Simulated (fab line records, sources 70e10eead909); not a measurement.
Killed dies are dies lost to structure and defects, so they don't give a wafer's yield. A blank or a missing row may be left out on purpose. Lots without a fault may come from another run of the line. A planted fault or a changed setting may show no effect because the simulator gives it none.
A struck lot beside a sound one | flow nand_harc | 15 steps out of a route of 1302
Sound: wafers L993.1, L993.2, L993.3. Struck: wafers L104.3, L104.5, L104.6. The cause comes at the end.
At each step with rows: each side's tool, then ch and its chambers, then its first start. Under that, the readings that differ: sound wafers | struck wafers | difference of the means | sigmas: that difference in standard deviations of wafers without a fault.
alike: readings whose means differ by less than 2 such deviations, and words and numbers that are the same on both sides. not compared: withheld readings, readings that some wafer has no value for, bounds like >300 that may hide the same value, and numbers for which the record gives no deviation and whose values overlap.
The two part at a step that has a row with sigmas, a row that says differs or no value, or rows on one side only. Numbers that don't overlap but have no deviation are shown without sigmas and don't part them. A reading that every wafer of one side lacks parts them only if that side has two wafers or more.

first, 1 step without rows for these wafers: NHARC_P_M0_DEVELOP_08 (develop time 35 s).
NHARC_P_M0_CD_MEAS_09: target cd 90 nm.
  sound on cd_sem-02 ch 0, day 8 21:28; struck on cd_sem-02 ch 0, day 13 04:42
  alike: cd_nm
NHARC_P_M0_OVL_MEAS_10: pitch 180 nm.
  sound on overlay-02, day 8 21:32; struck on overlay-02, day 13 04:47
  reading           | sound       | struck         | difference | sigmas
  overlay_x_nm (nm) | 0.4 0.7 0.9 | -1.8 -1.8 -1.2 | -2.3       | -3
  alike: overlay_y_nm
NHARC_P_M0_INSPECT_11:
  sound on defect_inspect-02, day 8 21:35; struck on defect_inspect-02, day 13 04:49
  alike: raw_defect_count
then, 1 step without rows for these wafers: NHARC_P_M0_DESCUM_14 (chemistry O2, time 3 s).
NHARC_P_M0_ETCH_34: etches the open film in N2/H2, target depth 40 nm, overetch 12 nm, time 43.94 s.
  sound on rie_diel-01 ch 0,2, day 8 21:47; struck on rie_diel-01 ch 0,1, day 13 04:58
  alike: drypump_motor_current_A, oes_product_au, rf_vpp_V, showerhead_plenum_p_Torr, throttle_valve_pct
  not compared: rf_hours_counter_h
NHARC_P_M0_ETCH_15: etches the open film in C4F8/Ar, target depth 150 nm, overetch 15 nm, time 82.5 s.
  sound on rie_diel-01 ch 0,2, day 8 21:54; struck on rie_diel-01 ch 0,1,2
  alike: oes_product_au, rf_vpp_V
  not compared: rf_hours_counter_h
NHARC_P_M0_CD_MEAS_16:
  sound on cd_sem-03, day 8 22:04; struck on cd_sem-02, day 13 05:11
  alike: cd_nm
NHARC_P_M0_STRIP_18: strips in N2/H2.
  sound on rie_diel-10 ch 0,1,2, day 8 22:08; struck on rie_diel-10 ch 0,2,3, day 13 05:18
  alike: drypump_motor_current_A, oes_product_au, rf_vpp_V, showerhead_plenum_p_Torr, throttle_valve_pct
  not compared: rf_hours_counter_h
then, 1 step without rows for these wafers: NHARC_P_M0_STRIP_19 (strips in post etch residue remover, time 600 s).
NHARC_P_M0_DEGAS_28: time 60 s.
  sound on pvd_sputter-03, day 8 22:41; struck on pvd_sputter-02, day 13 05:48
  reading              | sound | struck               | difference                   | sigmas
  susceptor_temp_C (C) | - - - | 250.06 249.84 250.24 | no value on the sound wafers |
  alike: heater_power_w
NHARC_P_M0_PRE_CLEAN_29: time 30 s.
  sound on pvd_sputter-03; struck on pvd_sputter-02
  alike: heater_power_w, susceptor_temp_C
NHARC_P_M0_PVD_20: deposits TaN, target thk 5 nm, time 8.06 s.
  sound on pvd_sputter-03, day 8 22:49; struck on pvd_sputter-02, day 13 06:11
  alike: chamber_pressure_pa, throttle_valve_pct
then, 1 step without rows for these wafers: NHARC_P_M0_PVD_21 (deposits Cu, target thk 30 nm, time 20.49 s).
NHARC_END_SORT_01:
  the record has rows for the sound wafers here (prober-01 ch 0, day 27 14:02) and none for the struck ones

WHERE THEY PART
First at NHARC_P_M0_OVL_MEAS_10; last, within this record, at NHARC_END_SORT_01.

WHY: what the simulator had put in
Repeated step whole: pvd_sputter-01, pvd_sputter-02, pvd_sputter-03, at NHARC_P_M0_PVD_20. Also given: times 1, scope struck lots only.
